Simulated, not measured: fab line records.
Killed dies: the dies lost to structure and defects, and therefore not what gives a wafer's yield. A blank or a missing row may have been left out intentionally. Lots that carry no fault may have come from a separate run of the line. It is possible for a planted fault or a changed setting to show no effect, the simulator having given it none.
fab line records	flow n5Finfet
record lots=5	wafers=14	lastDay=17
route steps=1938 shown MOL_CONTACT_COAG@576 BEOL_M4@1111 PASSIVATION@1936
lots with no fault: from the same line, run without faults
startH: hours from the record's first day to the start of the lot's first wafer shown	waitH: hours from the lot's prior step to this one	" repeats the value in the row above	L1.1+2: a single row standing in for several wafers	- value missing, or start not given	* or withheld: withheld	< > ~ a bound
route shown NAME@n: NAME is a module with steps in the file, n the number in the route of the first one	usual: mean/standard deviation taken from wafers without a fault	same: alike in all rows	chamber/n: place in a boat	sites: per-site readings	_std_site: standard deviation of those values	_edge_site: the outer-site mean with the inner-site mean subtracted	radiusMm: for every site, how far away it sits from the centre of the wafer	mask NAME#n: copy n	behind: tool/chamber where the wafer was last shaped	hold: reason for holding the lot/hours on hold/outcome of the hold	device: names the non-switching transistor (n, p or np)	end of line: tests of these same wafers at the route's end	a step without rows: its recipe alone	killed: count of dies lost to structure and defects at first sort (not the wafer's yield)	map: the dies of a wafer, with x for killed, . for not killed, _ for no die there
set.NAME: the setting the step ran with; set.NAME@STEP: the setting that earlier step ran with	model.NAME: the simulator's own value behind a step, which no gauge read
certain route steps with their lots: each step a table, each wafer a row
services: when a tool's chamber went out of use (startH, in hours from the record's first day, below 0 if earlier), for how many hours, and the reason
## steps
# step N5_MOL_CONTACT_COAG_DESCUM_88
# recipe chemistry=O2	timeS=7	sourcePowerW=50	biasPowerW=20	pressureMtorr=20	rfFrequencyHz=2.712e+07	tempC=40	resist=CAR-EUV	o2FlowSccm=225
# usual biasPowerW=20.01/0.063	drypumpMotorCurrentA=5.7/0.48	oesProductAu=0.79/0.1	rfVppV=242.8/1.6	showerheadPlenumPTorr=2.08/0.1	throttleValvePct=20.48/0.25
lot.wafer	tool	chamber	startH	waitH	biasPowerW	drypumpMotorCurrentA	oesProductAu	rfHoursCounterH	rfVppV	showerheadPlenumPTorr	throttleValvePct
L822.1	rieDiel-04	3	132.07	0.3	20.06	5.3	0.72	233	241.2	1.98	20.46
L822.5	"	1	"	"	20.03	4.9	0.71	-	240.4	2.00	20.55
L822.6	"	3	"	"	20.07	5.3	0.72	-	241.4	1.98	20.46
L823.3	rieDiel-05	2	140.02	0.1	20.07	6.3	0.77	165	241.4	2.00	20.17
L823.4	"	1	"	"	20.10	6.5	0.65	-	240.8	1.99	20.76
L823.5	"	2	"	"	20.13	6.3	0.77	-	243.2	2.00	20.17
L830.1	rieDiel-03	3	182.38	0.0	20.07	5.4	0.70	209	242.3	2.07	20.44
L830.5	"	1	"	"	19.94	6.0	0.75	-	242.6	2.02	20.76
L837.1	rieDiel-05	2	224.70	0.0	20.02	6.3	0.73	201	240.6	1.99	20.22
L837.5	"	0	"	"	20.13	5.8	0.91	-	244.2	2.07	20.40
L837.6	"	1	"	"	20.03	6.5	0.95	-	246.2	2.24	20.55
L838.1	rieDiel-03	1	230.98	0.0	20.06	6.0	0.75	151	242.3	2.01	20.80
L838.4	"	3	"	"	20.09	5.3	0.70	225	242.6	2.06	20.47
L838.5	"	1	"	"	20.06	6.0	0.76	-	244.0	2.01	20.80
# step N5_MOL_CONTACT_COAG_ETCH_89
# recipe chemistry=N2/H2	target=underlayer	targetDepthA=130	maskMaterial=CAR-EUV	timeS=10.4	ionEnergyEv=200	pressureMtorr=30	sourceW=840	biasW=150	n2FlowSccm=200	h2FlowSccm=200	ends=cleared
# step N5_MOL_CONTACT_COAG_ETCH_90
# recipe chemistry=CF4	target=SiARC	targetDepthA=130	maskMaterial=CAR-EUV	timeS=21.7	ionEnergyEv=80	pressureMtorr=40	sourceW=545	biasW=36	Ar_flow_sccm=100	cf4FlowSccm=100	ends=cleared
# step N5_MOL_CONTACT_COAG_ALD_131
# recipe material=SiO2	targetThkA=50	tempC=100	aldPrecursorFamily=BDEAS	aldCoReactant=O2-plasma	pulseTimeS=1	coReactantPulseTimeS=1	purgeTimeS=2	coReactantPurgeTimeS=2	aldCycles=35	pressureTorr=2
# step N5_MOL_CONTACT_COAG_ETCHBACK_132
# recipe chemistry=CHF3	target=SiO2	targetDepthA=100	timeS=6.7	ionEnergyEv=200	pressureMtorr=30	sourceW=610	biasW=170	Ar_flow_sccm=200	CHF3_flow_sccm=50
# usual drypumpMotorCurrentA=5.7/0.46	oesProductAu=0.79/0.1	rfVppV=527/13	showerheadPlenumPTorr=2.35/0.1	throttleValvePct=18.73/0.27
lot.wafer	tool	chamber	startH	waitH	drypumpMotorCurrentA	oesProductAu	rfHoursCounterH	rfVppV	showerheadPlenumPTorr	throttleValvePct
L822.1	rieDiel-03	1	132.40	0.1	6.0	0.79	116	525	2.32	19.16
L822.5	"	1	"	"	6.0	0.78	-	524	2.32	19.15
L822.6	"	0	"	"	5.5	0.92	-	527	2.55	18.49
L823.3	rieDiel-04	2	140.33	0.1	6.2	0.69	202	501	2.27	19.03
L823.4	"	2	"	"	6.2	0.68	-	501	2.27	19.02
L823.5	"	1	"	"	4.9	0.71	-	545	2.28	18.84
L830.1	rieDiel-04	2	182.70	0.1	6.2	0.68	219	501	2.26	19.08
L830.5	"	1	"	"	4.9	0.70	-	544	2.27	18.88
L837.1	rieDiel-03	3	225.30	0.4	5.4	0.72	223	523	2.33	18.76
L837.5	"	2	"	"	5.2	0.79	-	532	2.31	18.82
L837.6	"	1	"	"	6.0	0.76	-	524	2.31	19.19
L838.1	rieDiel-03	3	231.62	0.1	5.4	0.70	225	523	2.33	18.76
L838.4	"	1	"	"	6.0	0.75	151	524	2.31	19.21
L838.5	"	2	"	"	5.2	0.78	-	534	2.31	18.83
# step N5_MOL_CONTACT_COAG_ETCH_91
# recipe chemistry=N2/H2	target=SOC	targetDepthA=600	overetchA=210	maskMaterial=SiARC	tempC=40	timeS=101.2	ionEnergyEv=200	pressureMtorr=30	sourceW=840	biasW=150	n2FlowSccm=200	h2FlowSccm=200
# usual drypumpMotorCurrentA=5.7/0.47	oesProductAu=0.66/0.076	rfVppV=523/3.3	showerheadPlenumPTorr=2.51/0.12	throttleValvePct=17.79/0.23
lot.wafer	tool	chamber	startH	waitH	drypumpMotorCurrentA	oesProductAu	rfHoursCounterH	rfVppV	showerheadPlenumPTorr	throttleValvePct
L822.1	rieDiel-03	1	132.43	0.0	6.1	0.64	116	521	2.42	17.83
L822.5	"	1	"	"	6.0	0.65	-	522	2.42	17.82
L822.6	"	0	"	"	5.5	0.74	-	528	2.70	17.43
L823.3	rieDiel-04	2	140.37	0.0	6.2	0.60	202	521	2.41	18.18
L823.4	"	2	"	"	6.2	0.59	-	521	2.41	18.19
L823.5	"	1	"	"	4.9	0.62	-	519	2.43	17.96
L830.1	rieDiel-04	2	182.73	0.0	6.2	0.59	219	522	2.41	18.23
L830.5	"	1	"	"	4.9	0.61	-	521	2.43	17.99
L837.1	rieDiel-03	3	225.33	0.0	5.4	0.59	223	523	2.51	17.94
L837.5	"	2	"	"	5.2	0.65	-	522	2.44	17.78
L837.6	"	1	"	"	6.0	0.63	-	520	2.41	17.88
L838.1	rieDiel-03	3	231.66	0.0	5.4	0.60	225	524	2.51	17.97
L838.4	"	1	"	"	6.0	0.62	151	521	2.41	17.88
L838.5	"	2	"	"	5.2	0.65	-	521	2.44	17.77
# step N5_MOL_CONTACT_COAG_STRIP_92
# recipe chemistry=N2/H2	tempC=40	n2FlowSccm=200	h2FlowSccm=200	rfFrequencyHz=6e+07
# step N5_MOL_CONTACT_COAG_STRIP_93
# recipe chemistry=N2/H2	tempC=40	n2FlowSccm=200	h2FlowSccm=200	rfFrequencyHz=6e+07
# step N5_MOL_CONTACT_COAG_ETCHBACK_135
# recipe chemistry=CHF3	target=SiO2	targetDepthA=250	timeS=16.7	ionEnergyEv=200	pressureMtorr=30	sourceW=610	biasW=170	Ar_flow_sccm=200	CHF3_flow_sccm=50
# step N5_MOL_CONTACT_COAG_STRIP_118
# recipe chemistry=CHF3	resist=SiARC	rfFrequencyHz=6e+07
# step N5_MOL_CONTACT_COAG_VIA_ETCH_46
# recipe chemistry=C4F6/O2	targetDepthA=460	overetchA=92	maskMaterial=SOC	target=SiO2	biasW=455	pressureMtorr=10	timeS=40	sourceW=325	Ar_flow_sccm=300	C4F6_flow_sccm=10	O2_flow_sccm=10	ionEnergyEv=575.3	ends=endPoint
# usual drypumpMotorCurrentA=5.7/0.46	oesProductAu=0.71/0.081	rfVppV=1594/38	showerheadPlenumPTorr=2.81/0.12	throttleValvePct=40.8/0.49
lot.wafer	tool	chamber	startH	waitH	drypumpMotorCurrentA	oesProductAu	rfHoursCounterH	rfVppV	showerheadPlenumPTorr	throttleValvePct
L822.1	rieDiel-03	1	132.55	0.0	6.0	0.70	116	1585	2.77	41.5
L822.5	"	1	"	"	6.0	0.70	-	1587	2.77	41.5
L822.6	"	0	"	"	5.5	0.81	-	1593	3.04	41.2
L823.3	rieDiel-04	2	140.49	0.0	6.1	0.64	202	1518	2.70	41.1
L823.4	"	2	"	"	6.2	0.64	-	1520	2.70	41.1
L823.5	"	1	"	"	4.9	0.67	-	1646	2.73	40.6
L830.1	rieDiel-04	2	182.85	0.0	6.2	0.62	219	1517	2.69	41.1
L830.5	"	1	"	"	4.9	0.64	-	1646	2.72	40.6
L837.1	rieDiel-03	3	225.45	0.0	5.3	0.63	223	1580	2.78	40.1
L837.5	"	2	"	"	5.2	0.69	-	1609	2.75	41.1
L837.6	"	1	"	"	6.0	0.68	-	1586	2.75	41.5
L838.1	rieDiel-03	3	231.78	0.0	5.3	0.64	225	1579	2.78	40.1
L838.4	"	1	"	"	6.0	0.68	151	1584	2.75	41.5
L838.5	"	2	"	"	5.2	0.69	-	1609	2.75	41.1
# step N5_MOL_CONTACT_COAG_STRIP_96
# recipe chemistry=N2/H2	powerW=500	tempC=40	pressureMtorr=50	rfFrequencyHz=6e+07	overashFraction=0.3	biasPowerW=28	h2Frac=0.5	n2FlowSccm=300	h2FlowSccm=300
# step N5_MOL_CONTACT_COAG_ETCH_47
# recipe chemistry=CH3F/O2	target=SiNx	targetDepthA=270	maskMaterial=SiO2	stopOn=W	overEtchFrac=0.2	ionEnergyEv=120	endpoint=OES-CN	pressureMtorr=30	sourceW=395	biasW=73	Ar_flow_sccm=150	CH3F_flow_sccm=30	O2_flow_sccm=20	ends=endPoint
# usual drypumpMotorCurrentA=5.7/0.47	etchRfOnTimeS=31.0/1.1	oesProductAu=0.71/0.093	overEtchFrac=0.2/0	rfVppV=299/7.4	showerheadPlenumPTorr=1.98/0.09	throttleValvePct=16.35/0.27
lot.wafer	tool	chamber	startH	waitH	drypumpMotorCurrentA	etchRfOnTimeS	oesProductAu	overEtchFrac	rfHoursCounterH	rfVppV	showerheadPlenumPTorr	throttleValvePct	model.etch.overEtchS	model.MOL_CONTACT_COAG.featureDepthNm
L822.1	rieDiel-03	1	132.66	0.0	6.0	30.1	0.70	0.2	116	297	1.95	16.69	5.02	18.4
L822.5	"	1	"	"	6.0	30.3	0.70	0.2	-	298	1.95	16.69	5.053	18.6
L822.6	"	0	"	"	5.5	29.6	0.82	0.2	-	298	2.14	16.08	4.925	18.4
L823.3	rieDiel-04	2	140.60	0.0	6.1	32.2	0.62	0.2	202	285	1.90	16.68	5.37	18.4
L823.4	"	2	"	"	6.2	32.8	0.61	0.2	-	283	1.90	16.66	5.472	18.4
L823.5	"	1	"	"	4.9	32.7	0.64	0.2	-	309	1.91	16.52	5.458	18.4
L830.1	rieDiel-04	2	182.96	0.0	6.2	32.3	0.61	0.2	219	283	1.90	16.71	5.377	18.4
L830.5	"	1	"	"	4.9	36.4	0.59	0.31618	-	308	1.91	16.55	8.748	18.8
L837.1	rieDiel-03	3	225.56	0.0	5.3	31.2	0.63	0.2	223	297	1.96	16.41	5.205	18.6
L837.5	"	2	"	"	5.2	30.2	0.70	0.2	-	302	1.93	16.41	5.038	18.4
L837.6	"	1	"	"	6.0	30.9	0.67	0.2	-	297	1.94	16.75	5.154	18.6
L838.1	rieDiel-03	3	231.89	0.0	5.4	31.6	0.63	0.2	225	296	1.96	16.41	5.258	18.6
L838.4	"	1	"	"	6.0	30.8	0.67	0.2	151	297	1.93	16.76	5.136	18.4
L838.5	"	2	"	"	5.2	30.8	0.70	0.2	-	302	1.93	16.41	5.128	18.6
# step N5_MOL_CONTACT_COAG_STRIP_119
# recipe chemistry=N2/H2	timeS=30	powerW=1000	tempC=250	pressureMtorr=withheld	n2FlowSccm=1750	h2FlowSccm=3250
# usual drypumpMotorCurrentA=5.9/0.32	heaterPowerW=353/61
lot.wafer	tool	chamber	startH	waitH	drypumpMotorCurrentA	heaterPowerW	rfHoursCounterH
L822.1	plasmaAsher-02	0	132.74	0.1	6.3	417	47
L822.5	"	0	"	"	6.3	397	-
L822.6	"	1	"	"	6.2	329	-
L823.3	plasmaAsher-02	0	140.70	0.1	6.3	413	-
L823.4	"	1	"	"	6.2	337	-
L823.5	"	0	"	"	6.3	418	-
L830.1	plasmaAsher-01	1	183.04	0.1	5.6	401	110
L830.5	"	0	"	"	5.7	254	-
L837.1	plasmaAsher-02	1	225.64	0.1	6.2	340	67
L837.5	"	0	"	"	6.3	402	-
L837.6	"	1	"	"	6.2	330	-
L838.1	plasmaAsher-02	0	231.97	0.1	6.3	415	69
L838.4	"	1	"	"	6.2	331	-
L838.5	"	0	"	"	6.3	411	-
# step N5_BEOL_M4_RC_MEAS_101
# usual DIBL_N=35.0/2.4	DIBL_P=35.4/2.8	IOFF_N=0.14/0.045	IOFF_P=0.20/0.048	ION_N=667/19	ION_P=460/11	SS_N=71.2/0.71	SS_P=73.1/0.86	VT_N=252/4.6	VT_P=-251/3.4
lot.wafer	tool	chamber	startH	waitH	DIBL_N[mV/V]	DIBL_P[mV/V]	IOFF_N[nA/um]	IOFF_P[nA/um]	ION_N[uA/um]	ION_P[uA/um]	SS_N[mV/dec]	SS_P[mV/dec]	VT_N[mV]	VT_P[mV]
L823.3	prober-02	0	205.10	0.3	34.6	34.4	0.12	0.19	652	454	71.0	73.6	252	-253
L823.4	"	0	"	"	35.3	36.1	0.14	0.22	691	471	70.2	73.4	253	-248
L823.5	"	0	"	"	32.2	31.4	0.10	0.16	645	445	70.4	72.8	263	-253
L822.1	prober-02	0	208.13	0.0	34.7	32.9	0.13	0.17	643	446	71.5	72.7	252	-252
L822.5	"	0	"	"	36.0	34.7	0.15	0.20	658	458	71.7	73.4	248	-250
L822.6	"	0	"	"	34.6	34.1	0.14	0.19	668	462	71.1	72.3	250	-249
L830.1	prober-01	0	256.38	0.0	35.5	35.3	0.14	0.18	659	452	70.9	72.7	251	-252
L830.5	"	0	"	"	32.5	32.6	0.11	0.15	666	463	70.6	72.1	254	-255
L837.1	prober-02	0	283.67	0.0	32.4	32.4	0.09	0.14	633	442	70.3	71.4	261	-255
L837.5	"	0	"	"	38.1	40.2	0.18	0.25	683	473	72.2	74.4	248	-250
L837.6	"	0	"	"	36.0	37.3	0.14	0.20	685	469	71.5	73.2	254	-253
L838.1	prober-02	0	302.25	0.0	30.8	33.0	0.10	0.14	656	461	70.8	72.5	255	-255
L838.4	"	0	"	"	34.7	37.7	0.15	0.20	674	461	71.4	73.3	248	-251
L838.5	"	0	"	"	31.4	33.8	0.11	0.16	672	471	70.4	73.0	253	-255
# step N5_PASSIVATION_PROBE_49
# usual defectLimitedYield=91.7/1.4	killed_at_M0_to_M3=32/9.7	killed_at_M4_up=14/5.5	killedAtContacts=13/6.1	killedAtFrontEnd=35/10	killedAtOther=4.2/2.9	killedDies=98/17	killedOpen=63/12	killedShort=32/7.7	sort_bin_5_function=4.8/0.9	sort_bin_6_memory=3.1/0.63	sort_bin_8_speed=1/3.3	sortNPass=1073/41	sortYieldPct=91/3.5
# same grossDies=1180	killedAtBackSide=0	sort_bin_4_leakage[%]=0
lot.wafer	tool	chamber	startH	waitH	defectLimitedYield[%]	killed_at_M0_to_M3	killed_at_M4_up	killedAtContacts	killedAtFrontEnd	killedAtOther	killedDies	killedOpen	killedShort	sort_bin_5_function[%]	sort_bin_6_memory[%]	sort_bin_8_speed[%]	sortNPass	sortYieldPct[%]
L830.1	prober-02	-	373.62	0.0	91.4	32	23	11	29	6	101	69	24	4.4	3.4	0	1079	91
# killed by level:class
L830.1 MOL_CONTACT_COAG:geometricParticle:open=11 BEOL_M2:geometricParticle:open=8 HKMG_FIN:areaEtch=8 BEOL_M1:geometricParticle:open=7 BEOL_M4:geometricParticle:open=7 BEOL_M3:geometricParticle:short=6 FIN_SAQP:geometricParticle:short=4 FIN_SAQP:geometricParticle:open=4
## services
tool	chamber	startH	hours	kind
rieDiel-04	1	122.19	9.0	repair
rieDiel-05	0	125.61	4.7	repair
rieDiel-05	0	130.41	-	clean
rieDiel-05	0	130.41	-	consumableReplace:focusRing
rieDiel-05	0	130.41	26.4	scheduledDown
rieDiel-05	0	130.41	26.4	ventCycle
rieDiel-04	0	131.49	-	clean
rieDiel-04	0	131.49	-	consumableReplace:focusRing
rieDiel-04	0	131.49	13.1	scheduledDown
rieDiel-04	0	131.49	13.1	ventCycle
rieDiel-05	1	160.41	-	clean
rieDiel-05	1	160.41	-	consumableReplace:focusRing
rieDiel-05	1	160.41	-	consumableReplace:showerhead
rieDiel-05	1	160.41	34.7	scheduledDown
rieDiel-05	1	160.41	34.7	ventCycle
rieDiel-04	3	174.86	-	clean
rieDiel-04	3	174.86	-	consumableReplace:focusRing
rieDiel-04	3	174.86	-	consumableReplace:showerhead
rieDiel-04	3	174.86	20.3	scheduledDown
rieDiel-04	3	174.86	20.3	ventCycle
rieDiel-04	2	201.91	1.7	repair
plasmaAsher-01	-	215.02	2.8	pm
plasmaAsher-01	-	221.99	8.6	repair
## key
firstSign step=N5_MOL_CONTACT_COAG_ETCH_47	reading=overEtchFrac	direction=up	sigmas=99+	usual=0.2	struck=0.31618
effect step=N5_MOL_CONTACT_COAG_ETCH_47	reading=etchRfOnTimeS	direction=up	sigmas=5	usual=*	struck=*
modelEffect step=N5_MOL_CONTACT_COAG_ETCH_47	value=etch.overEtchS	without=5.534	struck=8.748
metAt N5_MOL_CONTACT_COAG_ETCH_47
struckWafers L830.5
onsetBetween 140.60 182.96
fault kind=processParameterDrift	tool=rieDiel-04	chamber=-	onsetH=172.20	steps=N5_MOL_CONTACT_COAG_ETCH_47	channel=overEtchFrac	offset=0.11618	shape=step	endH=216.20	scope=struckWafersOnly	actsIn=theseRecipesOnly	stated=0.2
